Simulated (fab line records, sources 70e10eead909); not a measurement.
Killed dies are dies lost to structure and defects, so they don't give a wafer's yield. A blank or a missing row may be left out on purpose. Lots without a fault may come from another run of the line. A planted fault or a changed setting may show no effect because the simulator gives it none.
Chamber matching | flow nand_harc | NHARC_A_STAIRCASE_DESCUM_168 on rie_diel-12: 4 sister chambers
The step chemistry O2, time 3 s. 4 wafers are shown with their chamber, then 9 later ones without.

WAFERS WITH THEIR CHAMBER
wafer  | chamber | showerhead_plenum_p_Torr (Torr)
L080.1 | 0       | 2.07
L080.5 | 2       | 1.78
L083.2 | 1       | 2.01
L083.4 | 3       | 2.07

WAFERS WITHOUT THEIR CHAMBER
wafer  | showerhead_plenum_p_Torr (Torr)
L085.2 | 2.01
L085.3 | 2.06
L085.4 | 2.06
L085.1 | 1.78
L085.5 | 2.06
L085.6 | 2.01
L091.1 | 2.00
L091.5 | 1.77
L091.6 | 2.06

WHICH CHAMBER EACH WENT THROUGH
wafer  | from the rows above     | in truth
L085.2 | 1                       | 1
L085.3 | can't be placed: 0 or 3 | 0
L085.4 | can't be placed: 0 or 3 | 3
L085.1 | 2                       | 2
L085.5 | can't be placed: 0 or 3 | 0
L085.6 | 1                       | 1
L091.1 | 1                       | 1
L091.5 | 2                       | 2
L091.6 | can't be placed: 0 or 3 | 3
Placed correctly: 5 of 9. Can't be placed from these rows: 4 (the true chamber is among the candidates in 4). Placed wrongly: 0.
How it was worked out, from the rows above alone: a wafer's distance from a chamber is the root of the sum, over the readings, of the square of ((its reading less the chamber's mean) divided by the reading's scatter). The wafer belongs to the nearest chamber; if the next one is less than 2 further off, it can't be placed. A chamber's mean is the mean of its shown wafers. The scatter: with one shown wafer a chamber, the root of the mean of the squares of how far each hidden wafer lies from its nearest shown one.
